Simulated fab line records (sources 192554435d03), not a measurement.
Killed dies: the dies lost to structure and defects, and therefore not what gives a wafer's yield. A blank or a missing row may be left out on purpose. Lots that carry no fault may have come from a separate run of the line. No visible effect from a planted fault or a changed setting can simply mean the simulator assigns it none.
Split-lot study	flow n5_finfet	route with 1938 steps; 7 lots, 21 wafers read

SPLIT DETAILS
At N5_BEOL_M6_ILD_DEP_00 (deposits SiCOH lowk from DEMS/porogen, target thk 179.75 nm, time 33.4 s), the setting time_s was moved away from the recipe's 33.4 s on 8 of the 21 wafers read, by -12.5% to +4.2%. All remaining wafers had this setting at the recipe value.

SPLIT TO READING: what lies between them in the file, 1 step
- N5_BEOL_M6_CURE_74: cures SiCOH lowk, time 240 s

THE READING
M6_ILD_THK, in nm, at N5_BEOL_M6_THK_MEAS_01. On this fab line, fault-free wafers typically give 155.0 nm with a standard deviation of 2 nm.

wafer	tool, chamber at the split	time_s as run, s	against the recipe	M6_ILD_THK, nm	against lot-mates on the recipe
L077.1	pecvd-04, 1	33.4	recipe	154.5	-
L077.2	pecvd-04, 0	31.56	-5.5%	143.1	-11.4
L077.4	pecvd-04, 1	31.56	-5.5%	146.7	-7.8
L079.1	pecvd-04, 1	33.4	recipe	152.1	-
L079.3	pecvd-04, 0	33.4	recipe	152.7	-
L079.4	pecvd-04, 1	33.4	recipe	155.9	-
L087.1	pecvd-04, 0	34.77	+4.1%	160.0	+4.4
L087.2	pecvd-04, 2	33.4	recipe	155.6	-
L087.4	pecvd-04, 2	34.77	+4.1%	164.0	+8.4
L089.2	pecvd-03, 2	33.4	recipe	156.4	-
L089.3	pecvd-03, 1	33.4	recipe	155.5	-
L089.6	pecvd-03, 1	29.24	-12.5%	139.0	-16.9
L093.3	pecvd-01, 1	33.4	recipe	152.6	-
L093.5	pecvd-01, 1	33.4	recipe	155.6	-
L093.6	pecvd-01, 0	33.4	recipe	156.0	-
L092.2	pecvd-04, 2	34.81	+4.2%	160.0	no lot-mate on the recipe
L092.4	pecvd-04, 2	34.81	+4.2%	163.9	no lot-mate on the recipe
L092.5	pecvd-04, 1	34.81	+4.2%	164.8	no lot-mate on the recipe
L096.3	pecvd-01, 2	33.4	recipe	155.6	-
L096.4	pecvd-01, 0	33.4	recipe	153.8	-
L096.6	pecvd-01, 2	33.4	recipe	156.1	-

FIT RESULTS
A straight line over all 21 wafers: M6_ILD_THK changes by +1.55 nm for each +1% of time_s; r = +0.95; the points scatter about the line by 2 nm.
The same after taking each lot's own level away (the mean of its wafers on the recipe; 18 wafers): +1.48 nm for each +1%; r = +0.96; scatter 1.6 nm.
That fit puts the effect of the largest move of time_s on the reading at 18 nm.
The lots' own levels span 153.57 to 155.95 nm, that is 1.2 times the standard deviation above.
Consequently the slope shifts little with the lot-to-lot level, the two slopes agreeing.
Check: for one of the wafers moved furthest among these (-12.5%), held out of the fit, the line's prediction against its lot-mates is -21 nm. Against them it came out at -16.9 nm.

FURTHER SPLITS ON THESE WAFERS
Other splits were also applied to these wafers ahead of the reading. Each is held against what the fit with the lots' levels taken away leaves over:
other split on the same wafers	wafers away from the commonest value	r with M6_ILD_THK (lot level and that fit taken away)
N5_BEOL_M4_ILD_DEP_00 time_s	8	-0.26
N5_BEOL_M4_COAT_62 spin_rpm	6	-0.04
N5_BEOL_M4_TRENCH_ETCH_37 bias_w	6	+0.10
N5_BEOL_M5_COAT_74 spin_rpm	6	-0.02
N5_BEOL_M5_COAT_22 spin_rpm	7	+0.02

THE WHOLE CHAIN: every reading that the file lists as answering this split, in the file's order
step	what it does	reading	change (the file's fit)	r (the file's)
N5_BEOL_M6_ILD_DEP_00	deposits SiCOH lowk from DEMS/porogen, target thk 179.75 nm, time 33.4 s	SiCOH_lowk_of_BEOL_M6_ILD_DEP_00.thk_nm (the simulator's own value, which no gauge read)	+1.66 nm for each +1% of the setting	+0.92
N5_BEOL_M6_CURE_74	cures SiCOH lowk, time 240 s	SiCOH_lowk_of_BEOL_M6_ILD_DEP_00.thk_nm (the simulator's own value, which no gauge read)	+1.45 nm for each +1% of the setting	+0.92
N5_BEOL_M6_THK_MEAS_01		M6_ILD_THK	+1.44 for each +1% of the setting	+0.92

THE FILE'S OWN FIT
M6_ILD_THK changes by +1.44 nm for each +1% of time_s, r = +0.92.
